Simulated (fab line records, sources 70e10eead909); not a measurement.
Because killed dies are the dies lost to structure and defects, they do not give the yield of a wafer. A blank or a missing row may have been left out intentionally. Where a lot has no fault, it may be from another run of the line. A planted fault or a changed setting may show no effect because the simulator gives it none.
Chamber matching | flow nand harc | 4 sister chambers for NHARC_A_STAIRCASE_TRIM_12 on rie diel-08
The step chemistry O2, time 211.2 s. 18 wafers are shown with their chamber, then 9 later ones without.

## EACH WAFER AND ITS CHAMBER
wafer  | chamber | drypump motor current A (A) | showerhead plenum p Torr (Torr) | throttle valve pct (%)
L075.2 | 1       | 4.8                         | 3.48                            | 17.017
L075.3 | 3       | 6.1                         | 3.34                            | 17.031
L075.5 | 3       | 6.1                         | 3.34                            | 17.047
L079.1 | 1       | 4.8                         | 3.48                            | 17.021
L079.4 | 2       | 5.9                         | 3.49                            | 17.030
L079.6 | 1       | 4.8                         | 3.48                            | 17.031
L082.1 | 1       | 4.8                         | 3.47                            | 17.030
L082.3 | 3       | 6.1                         | 3.34                            | 17.039
L082.6 | 3       | 6.2                         | 3.34                            | 17.025
L081.1 | 0       | 5.3                         | 3.52                            | 17.043
L081.2 | 3       | 6.1                         | 3.34                            | 17.038
L081.3 | 2       | 5.9                         | 3.49                            | 17.034
L086.1 | 1       | 4.8                         | 3.46                            | 17.040
L086.2 | 0       | 5.3                         | 3.51                            | 17.039
L086.5 | 0       | 5.3                         | 3.51                            | 17.039
L090.1 | 3       | 6.1                         | 3.32                            | 17.043
L090.4 | 1       | 4.8                         | 3.46                            | 17.033
L090.5 | 0       | 5.3                         | 3.50                            | 17.033

SIGNATURES, as means of the wafers listed above
reading                  | chamber 0 | chamber 1 | chamber 2 | chamber 3 | scatter within a chamber
drypump motor current A  | 5.300     | 4.800     | 5.900     | 6.117     | 0.0244
showerhead plenum p Torr | 3.5100    | 3.4717    | 3.4900    | 3.3367    | 0.00852
throttle valve pct       | 17.03850  | 17.02867  | 17.03200  | 17.03717  | 0.00722
Rule: distance of a wafer from a chamber = root of the sum over the readings of ((wafer's reading minus chamber's mean) / reading's scatter) squared. If the next closest chamber is less than 2 further off than the closest, the wafer can't be placed; otherwise it belongs to the closest. The scatter is the square root of a quotient: the sum, over the shown wafers, of each reading's squared deviation from its chamber's mean, divided by wafers minus chambers.

## WAFERS WITHOUT THEIR CHAMBER
wafer  | drypump motor current A (A) | showerhead plenum p Torr (Torr) | throttle valve pct (%)
L091.2 | 4.8                         | 3.45                            | 17.042
L091.4 | 6.1                         | 3.32                            | 17.006
L091.5 | 5.3                         | 3.50                            | 17.026
L092.1 | 6.1                         | 3.31                            | 17.040
L092.5 | 5.3                         | 3.50                            | 17.038
L092.6 | 4.8                         | 3.45                            | 17.025
L095.1 | 4.8                         | 3.45                            | 17.046
L095.2 | 6.2                         | 3.31                            | 17.043
L095.5 | 5.9                         | 3.46                            | 17.038

## THE CHAMBER EACH PASSED THROUGH
wafer  | from the rows above | in truth
L091.2 | 1                   | 1
L091.4 | 3                   | 3
L091.5 | 0                   | 0
L092.1 | 3                   | 3
L092.5 | 0                   | 0
L092.6 | 1                   | 1
L095.1 | 1                   | 1
L095.2 | 3                   | 3
L095.5 | 2                   | 2
Correctly placed: 9 of 9. Can't be placed from these rows: 0. 0 placed wrongly.
